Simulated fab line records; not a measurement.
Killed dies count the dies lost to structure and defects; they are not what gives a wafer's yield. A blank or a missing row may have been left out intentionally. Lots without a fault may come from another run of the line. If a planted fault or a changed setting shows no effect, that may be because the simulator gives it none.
Chamber matching / flow n5 finfet / pecvd-04 running N5_BEOL_M0_SAQP_ILD_DEP_01: 3 sister chambers
The step deposits SiOC from DEMS/O2, target thk 45.419 nm, time 8.7 s. 6 wafers are shown with their chamber, then 7 later ones without.

EACH WAFER AND ITS CHAMBER
wafer=L080.6; chamber=2; throttle valve pct (%)=11.4; heater power w (W)=484
wafer=L085.1; chamber=1; throttle valve pct (%)=12.1; heater power w (W)=414
wafer=L085.2; chamber=2; throttle valve pct (%)=11.6; heater power w (W)=500
wafer=L085.3; chamber=0; throttle valve pct (%)=12.2; heater power w (W)=575
wafer=L088.2; chamber=0; throttle valve pct (%)=12.1; heater power w (W)=614
wafer=L088.3; chamber=1; throttle valve pct (%)=12.3; heater power w (W)=414

WAFERS WITH NO CHAMBER GIVEN
wafer=L088.5; throttle valve pct (%)=11.5; heater power w (W)=454
wafer=L092.2; throttle valve pct (%)=11.7; heater power w (W)=508
wafer=L092.5; throttle valve pct (%)=11.8; heater power w (W)=504
wafer=L092.6; throttle valve pct (%)=12.4; heater power w (W)=368
wafer=L094.1; throttle valve pct (%)=11.8; heater power w (W)=469
wafer=L094.2; throttle valve pct (%)=12.1; heater power w (W)=582
wafer=L094.3; throttle valve pct (%)=12.2; heater power w (W)=439

EACH ONE'S CHAMBER
wafer=L088.5; from the rows above=2; in truth=2
wafer=L092.2; from the rows above=2; in truth=2
wafer=L092.5; from the rows above=2; in truth=2
wafer=L092.6; from the rows above=1; in truth=1
wafer=L094.1; from the rows above=can't be placed: 2 or 1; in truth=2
wafer=L094.2; from the rows above=0; in truth=0
wafer=L094.3; from the rows above=1; in truth=1
Placed correctly: 6 of 7. These rows do not allow placing 1 (true chamber among the candidates in 1). 0 placed wrongly.
How it was worked out, from the rows above alone: a wafer's distance from a chamber is the root of the sum, over the readings, of the square of ((its reading less the chamber's mean) divided by the reading's scatter). If the next closest chamber is less than 2 further off than the closest, the wafer can't be placed; otherwise it belongs to the closest. The mean given for a chamber averages the wafers shown for that chamber. The scatter: take each reading less its chamber's mean, square it, sum over the shown wafers, divide by the number of wafers less the number of chambers, and take the root.
